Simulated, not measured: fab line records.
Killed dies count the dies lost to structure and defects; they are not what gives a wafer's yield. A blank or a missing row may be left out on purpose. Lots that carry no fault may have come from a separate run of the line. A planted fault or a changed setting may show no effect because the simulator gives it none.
Struck lot and sound lot, side by side    flow nand-harc    15 out of 1159 route steps
Sound: the wafers L758.1, L758.2, L758.6. Struck: wafer L760.3. (L760.2, L760.4 of the same lot were not struck and are left out.) The cause comes at the end.
Each step with rows lists, per side, the tool, then ch with its chambers, then its first start. Under that, the readings that differ: sound wafers    struck wafers    difference of the means    sigmas: that difference in standard deviations of wafers without a fault.
alike: readings with means less than 2 such deviations apart, plus words and numbers identical on both sides. not compared: withheld readings, readings lacking a value on some wafer, bounds such as >300 that could conceal the same value, and numbers that have no deviation in the record and whose values overlap.
The two part at a step that has a row with sigmas, a row that says differs or no value, or rows on one side only. Numbers that have no deviation but don't overlap get no sigmas and don't part them. A reading that every wafer of one side lacks parts them only if that side has two wafers or more.

NHARC_A_CHANNEL_HOLE_D1_STRIP_27: strips in O2.
  sound on rie-diel-10 ch 2,3; struck on rie-diel-11 ch 2
  alike: drypump-motor-current-A, oes-product-au, rf-vpp-V, showerhead-plenum-p-Torr, throttle-valve-pct
  not compared: rf-hours-counter-h
then, 2 steps without rows for these wafers: NHARC_A_CHANNEL_HOLE_D1_PRECLEAN_28 (cleans in SC1); NHARC_A_CHANNEL_HOLE_D1_SRD_29.
NHARC_A_CHANNEL_HOLE_D1_CD_MEAS_30:
  sound on cd-sem-02, day 9 21:10; struck on cd-sem-01, day 10 12:07
  alike: cd-nm
NHARC_A_CHANNEL_HOLE_D1_XSEM_31:
  sound on xsem-02 ch 0, day 9 21:16; struck on xsem-02 ch 0, day 10 12:13
reading      sound           struck  difference  sigmas
bow-nm (nm)  8.33 8.36 8.37  9.03    +0.68       +3
  alike: bot-cd-nm, tilt-deg
NHARC_A_CHANNEL_HOLE_D1_INSPECT_40:
  sound on defect-inspect-02, day 9 21:21; struck on defect-inspect-01, day 10 12:19
  alike: raw-defect-count
then, 3 steps without rows for these wafers: NHARC_A_CHANNEL_FILL_D1_PRECLEAN_00 (cleans in SC1); NHARC_A_CHANNEL_FILL_D1_SRD_01; NHARC_A_CHANNEL_FILL_D1_ALD_02 (deposits SiO2, target thk 6 nm, pulse time 10 s, ald cycles 60).
NHARC_A_CHANNEL_FILL_D1_ALD_03: deposits SiNx, target thk 6 nm, pulse time 60 s, ald cycles 58.
  sound on ald-sin-batch-01 ch 0; struck on ald-sin-batch-03 ch 0
  alike: precursor-pulse-height-rel
  not compared: ald-cycles
NHARC_A_CHANNEL_FILL_D1_ALD_14: deposits SiO2, target thk 2.5 nm, pulse time 10 s, ald cycles 25.
  sound on ald-hk-02 ch 0,2, day 10 04:32; struck on ald-hk-03 ch 0, day 10 20:44
reading                     sound              struck  difference  sigmas
heater-power-w (W)          558 667 555        392     -201        -3
precursor-pulse-height-rel  0.979 0.976 0.987  1.033   +0.052      +3
  not compared: ald-cycles
NHARC_A_CHANNEL_FILL_D1_ALD_15: deposits SiNx, target thk 2 nm, pulse time 60 s, ald cycles 19.
  sound on ald-sin-batch-02 ch 0; struck on ald-sin-batch-01 ch 0
  alike: precursor-pulse-height-rel
  not compared: ald-cycles
NHARC_A_CHANNEL_FILL_D1_ALD_16: deposits SiO2, target thk 1.5 nm, pulse time 10 s, ald cycles 15.
  sound on ald-hk-03 ch 1,2, day 10 10:07; struck on ald-hk-03 ch 0, day 11 01:53
reading     sound     struck  difference  sigmas
ald-cycles  15 15 15  16      +1          
  alike: heater-power-w, precursor-pulse-height-rel
then, 1 step without rows for these wafers: NHARC_A_CHANNEL_FILL_D1_ANNEAL_17 (time 1800 s).
NHARC_END_SORT_01:
  the record has rows for the sound wafers here (prober-01 ch 0, day 20 16:16) and none for the struck ones

== WHERE THEY PART ==
Last at NHARC_END_SORT_01 as far as this record goes, first at NHARC_A_CHANNEL_HOLE_D1_XSEM_31.

WHY: whatever the simulator had introduced
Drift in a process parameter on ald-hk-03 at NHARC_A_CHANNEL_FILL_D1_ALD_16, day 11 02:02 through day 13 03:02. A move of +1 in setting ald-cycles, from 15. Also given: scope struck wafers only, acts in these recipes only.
